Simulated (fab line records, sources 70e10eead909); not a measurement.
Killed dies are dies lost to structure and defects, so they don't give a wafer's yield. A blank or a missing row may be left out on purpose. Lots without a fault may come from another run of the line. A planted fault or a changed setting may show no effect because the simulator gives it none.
Chamber matching | flow nand_harc | NHARC_A_CONTACT_ETCH_92 on rie_diel-03: 4 sister chambers
The step etches the open film in CH3F/O2, target depth 40 nm, time 85.7 s. 4 wafers are shown with their chamber, then 8 later ones without.

WAFERS WITH THEIR CHAMBER
wafer  | chamber | showerhead_plenum_p_Torr (Torr)
L765.2 | 3       | 2.53
L765.4 | 1       | 2.28
L768.1 | 0       | 2.56
L768.2 | 2       | 2.57

WAFERS WITHOUT THEIR CHAMBER
wafer  | showerhead_plenum_p_Torr (Torr)
L768.6 | 2.27
L776.2 | 2.66
L776.4 | 2.57
L774.2 | 2.55
L774.6 | 2.66
L781.1 | 2.65
L781.2 | 2.56
L781.5 | 2.65

WHICH CHAMBER EACH WENT THROUGH
wafer  | from the rows above          | in truth
L768.6 | 1                            | 1
L776.2 | can't be placed: 2 or 0 or 3 | 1
L776.4 | can't be placed: 2 or 0 or 3 | 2
L774.2 | can't be placed: 0 or 2 or 3 | 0
L774.6 | can't be placed: 2 or 0 or 3 | 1
L781.1 | can't be placed: 2 or 0 or 3 | 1
L781.2 | can't be placed: 0 or 2 or 3 | 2
L781.5 | can't be placed: 2 or 0 or 3 | 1
Placed correctly: 1 of 8. Can't be placed from these rows: 7 (the true chamber is among the candidates in 3). Placed wrongly: 0.
How it was worked out, from the rows above alone: a wafer's distance from a chamber is the root of the sum, over the readings, of the square of ((its reading less the chamber's mean) divided by the reading's scatter). The wafer belongs to the nearest chamber; if the next one is less than 2 further off, it can't be placed. A chamber's mean is the mean of its shown wafers. The scatter: with one shown wafer a chamber, the root of the mean of the squares of how far each hidden wafer lies from its nearest shown one.
